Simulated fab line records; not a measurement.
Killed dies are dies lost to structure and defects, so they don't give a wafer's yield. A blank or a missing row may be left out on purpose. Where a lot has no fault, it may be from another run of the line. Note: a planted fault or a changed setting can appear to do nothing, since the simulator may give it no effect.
Matching of chambers    flow nandHarc    NHARC_A_DECK1_JOINT_ETCHBACK_00 on rieSi-03: 4 sister chambers
The step etches the open film in HBr, target depth 30 nm, time 17.4 s. 14 wafers are shown with their chamber, then 7 later ones without.

## WAFERS PAIRED WITH THEIR CHAMBERS
wafer   chamber  drypumpMotorCurrentA (A)  throttleValvePct (%)  oesProductAu (a.u.)
L490.2  3        5.5                       23.288                1.002
L490.4  2        6.1                       23.275                1.006
L490.6  3        5.6                       23.255                0.995
L492.4  2        6.2                       23.273                1.011
L492.5  1        5.4                       23.261                1.014
L492.6  0        5.7                       23.274                1.012
L497.1  2        6.2                       23.282                1.000
L497.2  1        5.4                       23.254                1.006
L497.5  0        5.7                       23.269                0.997
L499.1  1        5.4                       23.260                1.005
L499.3  0        5.7                       23.269                1.007
L499.6  0        5.7                       23.252                1.008
L500.1  1        5.4                       23.276                0.989
L500.4  0        5.7                       23.274                0.996

SIGNATURES, as means of the wafers listed above
reading               chamber 0  chamber 1  chamber 2  chamber 3  scatter within a chamber
drypumpMotorCurrentA  5.700      5.400      6.167      5.550      0.0342
throttleValvePct      23.26760   23.26275   23.27667   23.27150   0.0109
oesProductAu          1.00400    1.00350    1.00567    0.99850    0.00785
Rule: for a wafer and a chamber, the distance is found by dividing, reading by reading, the gap between the wafer's reading and the chamber's mean by the reading's scatter, squaring, summing and taking the root. The wafer belongs to the nearest chamber; if the next one is less than 2 further off, it can't be placed. The scatter: the root of (the sum of the squares of (reading less its chamber's mean) over the shown wafers, divided by (wafers less chambers)).

## WAFERS WITHOUT THEIR CHAMBER
wafer   drypumpMotorCurrentA (A)  throttleValvePct (%)  oesProductAu (a.u.)
L500.6  5.4                       23.260                0.998
L502.1  6.2                       23.276                1.009
L502.2  5.4                       23.267                1.002
L502.6  6.2                       23.260                0.998
L504.2  6.2                       23.254                1.006
L504.3  5.7                       23.277                0.985
L504.4  5.4                       23.264                0.995

## CHAMBER TAKEN BY EACH
wafer   from the rows above  in truth
L500.6  1                    1
L502.1  2                    2
L502.2  1                    1
L502.6  2                    2
L504.2  2                    2
L504.3  0                    0
L504.4  1                    1
Placed correctly: 7 of 7. Not placeable from these rows: 0. Wrongly placed: 0.
